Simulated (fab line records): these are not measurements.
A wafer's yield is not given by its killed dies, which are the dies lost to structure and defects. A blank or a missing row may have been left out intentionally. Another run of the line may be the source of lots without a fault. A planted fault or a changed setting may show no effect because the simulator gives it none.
Matching of chambers || flow nand-harc || rie-diel-02 running NHARC_P_GATE_DESCUM_61: 4 sister chambers
The step chemistry O2, time 3 s. 16 wafers are shown with their chamber, then 8 later ones without.

WAFERS PAIRED WITH THEIR CHAMBERS
{"wafer": "L189.1", "chamber": 3, "showerhead-plenum-p-Torr (Torr)": 1.81, "drypump-motor-current-A (A)": 5.8, "oes-product-au (a.u.)": 0.996}
{"wafer": "L189.2", "chamber": 1, "showerhead-plenum-p-Torr (Torr)": 1.89, "drypump-motor-current-A (A)": 5.7, "oes-product-au (a.u.)": 0.997}
{"wafer": "L189.5", "chamber": 3, "showerhead-plenum-p-Torr (Torr)": 1.81, "drypump-motor-current-A (A)": 5.8, "oes-product-au (a.u.)": 0.988}
{"wafer": "L201.1", "chamber": 2, "showerhead-plenum-p-Torr (Torr)": 1.78, "drypump-motor-current-A (A)": 5.8, "oes-product-au (a.u.)": 1.003}
{"wafer": "L201.3", "chamber": 1, "showerhead-plenum-p-Torr (Torr)": 1.88, "drypump-motor-current-A (A)": 5.7, "oes-product-au (a.u.)": 1.015}
{"wafer": "L201.6", "chamber": 2, "showerhead-plenum-p-Torr (Torr)": 1.78, "drypump-motor-current-A (A)": 5.8, "oes-product-au (a.u.)": 0.986}
{"wafer": "L204.2", "chamber": 3, "showerhead-plenum-p-Torr (Torr)": 1.81, "drypump-motor-current-A (A)": 5.7, "oes-product-au (a.u.)": 0.993}
{"wafer": "L204.5", "chamber": 0, "showerhead-plenum-p-Torr (Torr)": 2.00, "drypump-motor-current-A (A)": 5.7, "oes-product-au (a.u.)": 1.006}
{"wafer": "L204.6", "chamber": 1, "showerhead-plenum-p-Torr (Torr)": 1.88, "drypump-motor-current-A (A)": 5.7, "oes-product-au (a.u.)": 1.007}
{"wafer": "L205.2", "chamber": 0, "showerhead-plenum-p-Torr (Torr)": 2.00, "drypump-motor-current-A (A)": 5.7, "oes-product-au (a.u.)": 1.018}
{"wafer": "L205.4", "chamber": 1, "showerhead-plenum-p-Torr (Torr)": 1.88, "drypump-motor-current-A (A)": 5.7, "oes-product-au (a.u.)": 1.017}
{"wafer": "L205.6", "chamber": 3, "showerhead-plenum-p-Torr (Torr)": 1.81, "drypump-motor-current-A (A)": 5.7, "oes-product-au (a.u.)": 1.003}
{"wafer": "L206.1", "chamber": 0, "showerhead-plenum-p-Torr (Torr)": 2.00, "drypump-motor-current-A (A)": 5.7, "oes-product-au (a.u.)": 1.023}
{"wafer": "L206.2", "chamber": 2, "showerhead-plenum-p-Torr (Torr)": 1.77, "drypump-motor-current-A (A)": 5.8, "oes-product-au (a.u.)": 1.002}
{"wafer": "L206.4", "chamber": 3, "showerhead-plenum-p-Torr (Torr)": 1.81, "drypump-motor-current-A (A)": 5.7, "oes-product-au (a.u.)": 0.998}
{"wafer": "L207.1", "chamber": 2, "showerhead-plenum-p-Torr (Torr)": 1.78, "drypump-motor-current-A (A)": 5.8, "oes-product-au (a.u.)": 0.991}

SIGNATURES (means of the wafers above)
{"reading": "showerhead-plenum-p-Torr", "chamber 0": 2.0000, "chamber 1": 1.8825, "chamber 2": 1.7775, "chamber 3": 1.8100, "scatter within a chamber": 0.00354}
{"reading": "drypump-motor-current-A", "chamber 0": 5.700, "chamber 1": 5.700, "chamber 2": 5.800, "chamber 3": 5.740, "scatter within a chamber": 0.0316}
{"reading": "oes-product-au", "chamber 0": 1.01567, "chamber 1": 1.00900, "chamber 2": 0.99550, "chamber 3": 0.99560, "scatter within a chamber": 0.00783}
Rule: a wafer's distance from a chamber is the root of the sum, over the readings, of the square of ((its reading less the chamber's mean) divided by the reading's scatter). If the next closest chamber is less than 2 further off than the closest, the wafer can't be placed; otherwise it belongs to the closest. The scatter is the square root of a quotient: the sum, over the shown wafers, of each reading's squared deviation from its chamber's mean, divided by wafers minus chambers.

WAFERS MISSING THEIR CHAMBER
{"wafer": "L207.4", "showerhead-plenum-p-Torr (Torr)": 1.88, "drypump-motor-current-A (A)": 5.7, "oes-product-au (a.u.)": 1.017}
{"wafer": "L207.6", "showerhead-plenum-p-Torr (Torr)": 1.77, "drypump-motor-current-A (A)": 5.8, "oes-product-au (a.u.)": 0.998}
{"wafer": "L209.2", "showerhead-plenum-p-Torr (Torr)": 1.81, "drypump-motor-current-A (A)": 5.7, "oes-product-au (a.u.)": 0.988}
{"wafer": "L209.5", "showerhead-plenum-p-Torr (Torr)": 1.81, "drypump-motor-current-A (A)": 5.7, "oes-product-au (a.u.)": 0.998}
{"wafer": "L209.6", "showerhead-plenum-p-Torr (Torr)": 2.00, "drypump-motor-current-A (A)": 5.7, "oes-product-au (a.u.)": 1.010}
{"wafer": "L211.1", "showerhead-plenum-p-Torr (Torr)": 2.00, "drypump-motor-current-A (A)": 5.7, "oes-product-au (a.u.)": 1.009}
{"wafer": "L211.2", "showerhead-plenum-p-Torr (Torr)": 1.77, "drypump-motor-current-A (A)": 5.8, "oes-product-au (a.u.)": 0.995}
{"wafer": "L211.5", "showerhead-plenum-p-Torr (Torr)": 1.88, "drypump-motor-current-A (A)": 5.7, "oes-product-au (a.u.)": 1.001}

THE CHAMBER EACH PASSED THROUGH
{"wafer": "L207.4", "from the rows above": 1, "in truth": 1}
{"wafer": "L207.6", "from the rows above": 2, "in truth": 2}
{"wafer": "L209.2", "from the rows above": 3, "in truth": 3}
{"wafer": "L209.5", "from the rows above": 3, "in truth": 3}
{"wafer": "L209.6", "from the rows above": 0, "in truth": 0}
{"wafer": "L211.1", "from the rows above": 0, "in truth": 0}
{"wafer": "L211.2", "from the rows above": 2, "in truth": 2}
{"wafer": "L211.5", "from the rows above": 1, "in truth": 1}
Correct placement for 8 of the 8. Not placeable from these rows: 0. 0 placed wrongly.
